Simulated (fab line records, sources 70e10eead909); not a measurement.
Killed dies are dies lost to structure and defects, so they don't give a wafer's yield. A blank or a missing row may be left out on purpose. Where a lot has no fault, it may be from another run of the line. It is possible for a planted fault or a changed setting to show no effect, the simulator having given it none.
fab line records	flow nandHarc
record lots=6	wafers=18	lastDay=34
route steps=1302 shown A_CHANNEL_HOLE_D1@454 END@1302
lots that met no fault: from a run of the same line without faults
startH: hours from the record's first day to the start of the lot's first wafer shown	waitH: hours elapsed since this lot's preceding step	" unchanged from the row above	L1.1+2: one row covering several wafers at once	- no value, or no start given	* or withheld: withheld	< > ~ a bound
route shown NAME@n: names a module that has steps shown in the file, with the first one's number in the route	usual: average and standard deviation across the fault-free wafers	same: alike in all rows	chamber/n: place in a boat	sites: per-site readings	_std_site: the standard deviation of these	_edge_site: inner sites' mean taken away from outer sites' mean	radiusMm: for every site, how far away it sits from the centre of the wafer	mask NAME#n: copy n	behind: the tool/chamber that last shaped the wafer	hold: why the lot went on hold/how many hours it stayed there/how the hold came to an end	device: names the non-switching transistor (n, p or np)	end of line: the same wafers' tests at the end of the route	a step without rows: its recipe alone	killed: not the wafer's yield, but the dies lost to structure and defects at the first sort	map: a wafer's dies, marking killed ones x, the rest . and places with no die _
set.NAME: the setting that was run; set.NAME@STEP: the one run at that earlier step	model.NAME: the simulator's own value behind a step, which no gauge read
lots at selected steps of the route; one table per step, one row per wafer
services: a tool's chamber out of use, with start hour (startH, from the record's first day; less than 0 if before it), hours out, and reason
## steps
# step NHARC_A_CHANNEL_HOLE_D1_COAT_36
# recipe tempC=260	timeS=75
# step NHARC_A_CHANNEL_HOLE_D1_COAT_37
# recipe tempC=225	timeS=65
# step NHARC_A_CHANNEL_HOLE_D1_COAT_04
# recipe spinRpm=1500	resistThkNm=90
# step NHARC_A_CHANNEL_HOLE_D1_SOFTBAKE_05
# recipe tempC=105	timeS=55
# step NHARC_A_CHANNEL_HOLE_D1_EBR_06
# step NHARC_A_CHANNEL_HOLE_D1_EXPOSE_07
# recipe na=1.35	targetCdNm=100	sigmaOuter=0.3	doseMj=59.65	maskId=HOLE_D1
# step NHARC_A_CHANNEL_HOLE_D1_PEB_08
# recipe pebTempC=100	pebTimeS=65
# step NHARC_A_CHANNEL_HOLE_D1_DEVELOP_09
# recipe developTimeS=35	devTempC=23
# step NHARC_A_CHANNEL_HOLE_D1_CD_MEAS_10
# recipe targetCdNm=100	landingEnergyEv=500
# usual cdNm=99.9/0.56
lot.wafer	tool	chamber	startH	waitH	cdNm
L581.1	cdSem-01	0	208.27	-	99.2
L581.3	"	0	"	"	99.4
L581.5	"	0	"	"	99.5
L582.1	cdSem-01	0	219.36	-	99.6
L582.4	"	0	"	"	100.8
L582.5	"	0	"	"	99.4
L583.1	cdSem-03	0	240.69	-	100.9
L583.3	"	0	"	"	100.1
L583.5	"	0	"	"	100.3
L584.1	cdSem-01	0	241.63	-	99.6
L584.2	"	0	"	"	99.8
L584.5	"	0	"	"	99.0
L593.1	cdSem-01	0	329.37	-	100.6
L593.4	"	0	"	"	100.4
L593.5	"	0	"	"	100.9
L601.1	cdSem-02	0	416.89	-	100.7
L601.3	"	0	"	"	100.0
L601.4	"	0	"	"	100.0
# step NHARC_A_CHANNEL_HOLE_D1_OVL_MEAS_11
# usual overlayXNm=0.3/0.65	overlayYNm=-0.1/0.76
lot.wafer	tool	chamber	startH	waitH	overlayXNm	overlayYNm
L581.1	overlay-01	-	208.35	-	1.3	-0.4
L581.3	"	-	"	"	1.7	-0.1
L581.5	"	-	"	"	1.4	-0.3
L582.1	overlay-01	-	219.45	-	-0.3	-0.9
L582.4	"	-	"	"	-0.3	0.0
L582.5	"	-	"	"	-0.3	-0.2
L583.1	overlay-02	-	240.78	-	-0.2	1.1
L583.3	"	-	"	"	0.4	1.0
L583.5	"	-	"	"	0.4	0.7
L584.1	overlay-01	-	241.72	-	0.6	-0.6
L584.2	"	-	"	"	0.4	-1.1
L584.5	"	-	"	"	0.0	-1.0
L593.1	overlay-02	-	329.46	-	1.0	-0.3
L593.4	"	-	"	"	0.2	0.0
L593.5	"	-	"	"	0.2	-1.0
L601.1	overlay-02	-	416.98	-	-0.6	0.6
L601.3	"	-	"	"	-0.8	0.3
L601.4	"	-	"	"	-0.4	0.1
# step NHARC_A_CHANNEL_HOLE_D1_INSPECT_12
# usual rawDefectCount=5.1/2.9
lot.wafer	tool	chamber	startH	waitH	rawDefectCount
L581.1	defectInspect-01	-	208.39	0.0	9
L581.3	"	-	"	"	5
L581.5	"	-	"	"	6
L582.1	defectInspect-01	-	219.48	0.0	6
L582.4	"	-	"	"	9
L582.5	"	-	"	"	18
L583.1	defectInspect-02	-	240.81	0.0	4
L583.3	"	-	"	"	9
L583.5	"	-	"	"	2
L584.1	defectInspect-02	-	241.76	0.0	5
L584.2	"	-	"	"	6
L584.5	"	-	"	"	4
L593.1	defectInspect-02	-	329.50	0.0	13
L593.4	"	-	"	"	4
L593.5	"	-	"	"	4
L601.1	defectInspect-02	-	417.02	0.0	5
L601.3	"	-	"	"	1
L601.4	"	-	"	"	4
# step NHARC_A_CHANNEL_HOLE_D1_DESCUM_15
# recipe timeS=3	o2FlowSccm=200	arFlowSccm=0	biasPowerW=0	chemistry=O2
# usual chamberPressureMTorr=60.00/0.053	drypumpMotorCurrentA=5.8/0.48	oesProductAu=0.998/0.0085	rfVppV=57.8/0.84	showerheadPlenumPTorr=1.91/0.092	throttleValvePct=11.311/0.0094
lot.wafer	tool	chamber	startH	waitH	chamberPressureMTorr	drypumpMotorCurrentA	oesProductAu	rfHoursCounterH	rfVppV	showerheadPlenumPTorr	throttleValvePct
L581.3	rieDiel-10	0	208.46	0.1	60.04	6.5	1.005	12	57.6	1.87	11.329
L581.1	"	2	"	"	60.04	5.6	0.993	11	58.5	1.99	11.315
L581.5	"	3	"	"	59.89	5.4	1.006	-	58.8	2.02	11.309
L582.4	rieDiel-10	0	219.55	0.1	60.01	6.5	1.015	12	57.4	1.87	11.310
L582.1	"	1	"	"	59.98	5.9	0.989	12	57.1	1.78	11.284
L582.5	"	1	"	"	60.01	5.9	0.985	-	58.7	1.78	11.307
L583.1	rieDiel-10	2	240.89	0.1	59.97	5.6	0.996	13	58.0	1.99	11.308
L583.3	"	3	"	"	60.00	5.4	0.988	13	59.6	2.02	11.315
L583.5	"	1	"	"	60.05	5.8	0.993	-	58.5	1.78	11.323
L584.1	rieDiel-04	0	241.83	0.1	60.08	6.3	0.995	17	59.7	1.95	11.312
L584.2	"	1	"	"	59.95	5.0	1.000	17	57.6	2.00	11.315
L584.5	"	3	"	"	60.01	5.2	0.998	-	57.6	1.82	11.323
L593.1	rieDiel-10	0	329.57	0.1	59.93	6.5	0.998	6	56.8	1.87	11.321
L593.5	"	3	"	"	60.02	5.4	0.991	-	57.8	2.01	11.303
L593.4	"	1	"	"	60.03	5.9	0.983	-	58.3	1.78	11.321
L601.1	rieDiel-13	2	417.09	0.1	59.97	5.6	1.007	18	58.5	1.97	11.304
L601.3	"	3	"	"	60.02	6.4	1.017	18	57.5	1.78	11.316
L601.4	"	2	"	"	60.14	5.6	0.996	-	58.7	1.97	11.318
# step NHARC_A_CHANNEL_HOLE_D1_ETCH_38
# recipe targetDepthA=390	overEtchFrac=0.3	timeS=65	ionEnergyEv=80	cf4FlowSccm=150	arFlowSccm=0	rfW=300	biasW=100	chemistry=CF4
# usual biasW=99.99/0.27	cf4FlowSccm=149.9/0.44	chamberPressureMTorr=50.00/0.046	drypumpMotorCurrentA=5.8/0.48	oesProductAu=0.997/0.0089	rfVppV=151.4/1.2	showerheadPlenumPTorr=1.77/0.077	throttleValvePct=13.283/0.0081
lot.wafer	tool	chamber	startH	waitH	biasW	cf4FlowSccm	chamberPressureMTorr	drypumpMotorCurrentA	oesProductAu	rfHoursCounterH	rfVppV	showerheadPlenumPTorr	throttleValvePct
L581.3	rieDiel-10	3	208.55	0.1	99.93	150.1	50.04	5.4	1.000	11	152.1	1.86	13.287
L581.1	"	0	"	"	99.71	149.8	50.01	6.5	1.012	12	151.1	1.73	13.299
L581.5	"	1	"	"	100.54	150.0	49.97	5.9	1.001	-	148.9	1.66	13.287
L582.4	rieDiel-10	0	219.64	0.1	99.42	149.7	50.04	6.5	0.996	12	150.7	1.74	13.293
L582.1	"	2	"	"	100.07	149.3	50.08	5.6	0.998	12	153.3	1.83	13.265
L582.5	"	0	"	"	99.78	149.9	50.06	6.5	1.001	-	150.4	1.74	13.264
L583.1	rieDiel-10	3	240.96	0.1	-	-	-	-	-	-	-	-	-
L583.3	"	2	"	"	-	-	-	-	-	-	-	-	-
L583.5	"	3	"	"	-	-	-	-	-	-	-	-	-
L584.1	rieDiel-04	0	241.90	0.1	-	-	-	-	-	-	-	-	-
L584.2	"	1	"	"	-	-	-	-	-	-	-	-	-
L584.5	"	1	"	"	-	-	-	-	-	-	-	-	-
L593.1	rieDiel-10	0	329.67	0.1	100.22	149.8	50.06	6.5	0.999	6	150.8	1.73	13.269
L593.5	"	0	"	"	100.43	149.9	50.00	6.5	1.003	-	149.3	1.73	13.283
L593.4	"	1	"	"	100.22	148.6	49.99	5.9	0.988	-	150.5	1.65	13.296
L601.1	rieDiel-13	3	417.18	0.1	100.00	149.6	50.02	6.4	1.006	18	148.2	1.65	13.278
L601.3	"	0	"	"	99.93	149.8	50.00	6.1	1.007	20	152.0	1.76	13.283
L601.4	"	0	"	"	100.29	149.1	49.95	6.1	1.016	-	152.2	1.76	13.295
# step NHARC_A_CHANNEL_HOLE_D1_ETCH_39
# recipe targetDepthA=2600	overEtchFrac=0.3	timeS=325	ionEnergyEv=200	n2FlowSccm=150	h2FlowSccm=150	arFlowSccm=0	rfW=400	biasW=150	chemistry=N2/H2
# usual biasW=150.0/0.45	chamberPressureMTorr=30.001/0.028	drypumpMotorCurrentA=5.8/0.47	oesProductAu=0.997/0.0095	rfVppV=430.4/2.9	showerheadPlenumPTorr=2.03/0.1	throttleValvePct=14.171/0.0086
lot.wafer	tool	chamber	startH	waitH	biasW	chamberPressureMTorr	drypumpMotorCurrentA	oesProductAu	rfHoursCounterH	rfVppV	showerheadPlenumPTorr	throttleValvePct
L581.1	rieDiel-10	1	-	-	149.7	30.004	5.9	0.988	11	428.0	1.90	14.171
L581.3	"	3	"	"	150.4	30.006	5.4	1.004	11	433.1	2.15	14.167
L581.5	"	2	"	"	149.9	29.979	5.6	0.986	-	434.8	2.12	14.146
L582.1	rieDiel-10	3	-	-	149.6	30.007	5.4	0.989	12	434.3	2.15	14.184
L582.4	"	0	"	"	150.0	29.952	6.5	0.996	12	429.3	2.00	14.159
L582.5	"	3	"	"	149.1	29.957	5.4	1.000	-	433.4	2.15	14.171
L583.1	rieDiel-10	3	241.05	0.1	150.0	29.969	5.4	0.988	14	433.5	2.15	14.160
L583.3	"	2	"	"	149.9	30.098	5.6	0.989	13	431.8	2.12	14.173
L583.5	"	3	"	"	150.4	30.029	5.4	0.997	-	433.5	2.15	14.180
L584.1	rieDiel-04	0	241.99	0.1	149.7	30.013	6.3	0.997	17	431.4	2.08	14.185
L584.2	"	3	"	"	150.7	30.013	5.2	1.000	15	429.3	1.93	14.174
L584.5	"	1	"	"	150.3	30.003	5.0	1.007	-	432.9	2.13	14.165
L593.1	rieDiel-10	0	-	-	149.7	29.959	6.5	0.987	6	428.2	1.99	14.163
L593.5	"	1	"	"	149.4	29.965	5.9	0.972	-	426.3	1.89	14.179
L593.4	"	0	"	"	149.6	29.951	6.5	0.998	-	429.6	1.99	14.177
L601.3	rieDiel-13	0	-	-	149.7	30.014	6.1	1.006	20	430.0	2.03	14.165
L601.1	"	2	"	"	149.9	29.962	5.6	1.000	18	432.7	2.11	14.169
L601.4	"	0	"	"	149.8	30.020	6.1	0.998	-	431.6	2.03	14.161
# step NHARC_END_SORT_01
# recipe tempC=25
# usual killedAtArray=52/17	killedAtOther=0.9/1.2	killedAtPeriphery=3.9/2.7	killedDies=57/16	killedOpen=3.3/1.9	killedShort=2.5/1.5
# same grossDies=677
lot.wafer	tool	chamber	startH	waitH	killedAtArray	killedAtOther	killedAtPeriphery	killedDies	killedOpen	killedShort
L584.1	prober-02	0	622.24	2.5	675	1	1	677	11	4
L584.2	prober-02	0	623.04	2.8	675	0	2	677	3	3
L584.5	prober-02	0	625.44	3.7	676	0	1	677	8	1
L583.1	prober-01	0	637.41	2.5	673	1	3	677	5	4
L583.3	prober-01	0	639.03	3.1	676	0	1	677	1	3
L583.5	prober-01	0	640.65	3.7	672	3	2	677	5	1
# killed by level:class
L584.1 A_CHANNEL_HOLE_D1:areaEtch=606 A_CHANNEL_HOLE_D1:chamberFilmFlake=27 A_CHANNEL_HOLE_D2:chamberFilmFlake=24 A_DECK1_JOINT:geometricParticle:open=2 A_CHANNEL_HOLE_D2:geometricParticle:open=2 P_M0:geometricParticle:open=1 A_SOURCE_PLATE:geometricParticle:open=1 A_ONON_D1:geometricParticle:open=1
L584.2 A_CHANNEL_HOLE_D1:areaEtch=619 A_CHANNEL_HOLE_D1:chamberFilmFlake=23 A_CHANNEL_HOLE_D2:chamberFilmFlake=20 A_STAIRCASE:chamberFilmFlake=2 A_CONTACT:chamberFilmFlake=2 A_DECK1_JOINT:geometricParticle:open=1 A_CHANNEL_FILL_D2:geometricParticle:open=1 A_SGD_CUT:geometricParticle:short=1
L584.5 A_CHANNEL_HOLE_D1:areaEtch=601 A_CHANNEL_HOLE_D1:chamberFilmFlake=31 A_CHANNEL_HOLE_D2:chamberFilmFlake=29 A_CONTACT:chamberFilmFlake=4 A_ONON_D1:geometricParticle:open=2 A_CHANNEL_FILL_D1:geometricParticle:open=2 A_M0:geometricParticle:open=2 A_DECK1_JOINT:geometricParticle:short=1
L583.1 A_CHANNEL_HOLE_D1:areaEtch=645 A_CHANNEL_HOLE_D2:chamberFilmFlake=8 A_WL_FILL:chamberFilmFlake=3 A_CONTACT:chamberFilmFlake=3 A_DECK1_JOINT:chamberFilmFlake=2 A_STAIRCASE:chamberFilmFlake=2 P_CONTACT:geometricParticle:open=1 P_M1:geometricParticle:open=1
L583.3 A_CHANNEL_HOLE_D1:areaEtch=653 A_CHANNEL_HOLE_D2:chamberFilmFlake=10 A_WL_FILL:chamberFilmFlake=3 A_CONTACT:chamberFilmFlake=3 A_ONON_D2:geometricParticle:short=2 A_CHANNEL_HOLE_D1:chamberFilmFlake=2 P_M0:geometricParticle:short=1 A_CHANNEL_FILL_D2:geometricParticle:open=1
L583.5 A_CHANNEL_HOLE_D1:areaEtch=647 A_CHANNEL_HOLE_D2:chamberFilmFlake=8 A_CONTACT:chamberFilmFlake=6 A_CHANNEL_HOLE_D1:chamberFilmFlake=2 A_STAIRCASE:chamberFilmFlake=2 A_WL_FILL:chamberFilmFlake=2 THIN_TSV:chamberFilmFlake=2 P_M0:geometricParticle:open=1
# map L583.1 (x killed, . not)
____________x____________
_________xxxxxxx_________
_______xxxxxxxxxxx_______
______xxxxxxxxxxxxx______
_____xxxxxxxxxxxxxxx_____
____xxxxxxxxxxxxxxxxx____
____xxxxxxxxxxxxxxxxx____
___xxxxxxxxxxxxxxxxxxx___
___xxxxxxxxxxxxxxxxxxx___
__xxxxxxxxxxxxxxxxxxxxx__
__xxxxxxxxxxxxxxxxxxxxx__
_xxxxxxxxxxxxxxxxxxxxxxx_
_xxxxxxxxxxxxxxxxxxxxxxx_
_xxxxxxxxxxxxxxxxxxxxxxx_
_xxxxxxxxxxxxxxxxxxxxxxx_
_xxxxxxxxxxxxxxxxxxxxxxx_
xxxxxxxxxxxxxxxxxxxxxxxxx
xxxxxxxxxxxxxxxxxxxxxxxxx
xxxxxxxxxxxxxxxxxxxxxxxxx
xxxxxxxxxxxxxxxxxxxxxxxxx
xxxxxxxxxxxxxxxxxxxxxxxxx
_xxxxxxxxxxxxxxxxxxxxxxx_
_xxxxxxxxxxxxxxxxxxxxxxx_
_xxxxxxxxxxxxxxxxxxxxxxx_
_xxxxxxxxxxxxxxxxxxxxxxx_
_xxxxxxxxxxxxxxxxxxxxxxx_
__xxxxxxxxxxxxxxxxxxxxx__
__xxxxxxxxxxxxxxxxxxxxx__
___xxxxxxxxxxxxxxxxxxx___
___xxxxxxxxxxxxxxxxxxx___
____xxxxxxxxxxxxxxxxx____
____xxxxxxxxxxxxxxxxx____
_____xxxxxxxxxxxxxxx_____
______xxxxxxxxxxxxx______
_______xxxxxxxxxxx_______
_________xxxxxxx_________
____________x____________
# map L584.1 (x killed, . not)
____________x____________
_________xxxxxxx_________
_______xxxxxxxxxxx_______
______xxxxxxxxxxxxx______
_____xxxxxxxxxxxxxxx_____
____xxxxxxxxxxxxxxxxx____
____xxxxxxxxxxxxxxxxx____
___xxxxxxxxxxxxxxxxxxx___
___xxxxxxxxxxxxxxxxxxx___
__xxxxxxxxxxxxxxxxxxxxx__
__xxxxxxxxxxxxxxxxxxxxx__
_xxxxxxxxxxxxxxxxxxxxxxx_
_xxxxxxxxxxxxxxxxxxxxxxx_
_xxxxxxxxxxxxxxxxxxxxxxx_
_xxxxxxxxxxxxxxxxxxxxxxx_
_xxxxxxxxxxxxxxxxxxxxxxx_
xxxxxxxxxxxxxxxxxxxxxxxxx
xxxxxxxxxxxxxxxxxxxxxxxxx
xxxxxxxxxxxxxxxxxxxxxxxxx
xxxxxxxxxxxxxxxxxxxxxxxxx
xxxxxxxxxxxxxxxxxxxxxxxxx
_xxxxxxxxxxxxxxxxxxxxxxx_
_xxxxxxxxxxxxxxxxxxxxxxx_
_xxxxxxxxxxxxxxxxxxxxxxx_
_xxxxxxxxxxxxxxxxxxxxxxx_
_xxxxxxxxxxxxxxxxxxxxxxx_
__xxxxxxxxxxxxxxxxxxxxx__
__xxxxxxxxxxxxxxxxxxxxx__
___xxxxxxxxxxxxxxxxxxx___
___xxxxxxxxxxxxxxxxxxx___
____xxxxxxxxxxxxxxxxx____
____xxxxxxxxxxxxxxxxx____
_____xxxxxxxxxxxxxxx_____
______xxxxxxxxxxxxx______
_______xxxxxxxxxxx_______
_________xxxxxxx_________
____________x____________
## services
tool	chamber	startH	hours	kind
rieDiel-10	0	197.35	-	clean
rieDiel-10	1	197.35	-	clean
rieDiel-10	2	197.35	-	clean
rieDiel-10	3	197.35	-	clean
rieDiel-13	1	205.60	3.9	repair
rieDiel-10	0	221.85	-	clean
rieDiel-10	1	221.85	-	clean
rieDiel-10	2	221.85	-	clean
rieDiel-10	3	221.85	-	clean
rieDiel-04	-	235.67	0.9	repair
rieDiel-10	-	242.65	9.0	pm
rieDiel-10	0	242.65	9.0	ventCycle
rieDiel-10	1	242.65	9.0	ventCycle
rieDiel-04	1	270.51	8.7	repair
rieDiel-13	1	302.14	3.9	repair
rieDiel-10	2	323.97	10.4	repair
rieDiel-13	-	343.90	9.0	pm
rieDiel-04	1	349.22	6.3	repair
rieDiel-04	-	354.97	9.0	pm
rieDiel-13	-	355.01	1.5	repair
rieDiel-04	-	369.12	1.9	repair
rieDiel-10	1	380.48	15.8	repair
rieDiel-10	1	401.79	3.6	repair
rieDiel-13	1	414.03	36.9	repair
## key
firstSign step=NHARC_A_CHANNEL_HOLE_D1_ETCH_38	reading=toolRecord	direction=missing
effect step=NHARC_END_SORT_01	reading=killedDies	direction=up	sigmas=38	usual=57	struck=677
moreKillsBornAt NHARC_A_CHANNEL_HOLE_D1_ETCH_38@rieDiel-10=1945	NHARC_A_CHANNEL_HOLE_D1_ETCH_38@rieDiel-04=1826
metAt NHARC_A_CHANNEL_HOLE_D1_ETCH_38
struckWafers L583.1,L583.3,L583.5,L584.1,L584.2,L584.5
laterRowsLeftOut L583.1,L583.3,L583.5,L584.1,L584.2,L584.5
testerLeftOut L583,L584
onsetBetween 219.64 240.96
fault kind=skippedStepWhole	tool=rieDiel-04,rieDiel-10	chamber=-	onsetH=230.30	steps=NHARC_A_CHANNEL_HOLE_D1_ETCH_38	scope=struckLotsOnly
# testerLeftOut: of these lots the tester's yield and bins aren't shown, on N5 and GAA mostly nor the transistor test; their killed dies are dies lost to structure and defects alone, not to doping, threshold or leakage, so they don't give the yield
# laterRowsLeftOut: the simulator's readings of these wafers behind a module that went badly wrong aren't trusted and aren't shown, but for the sort
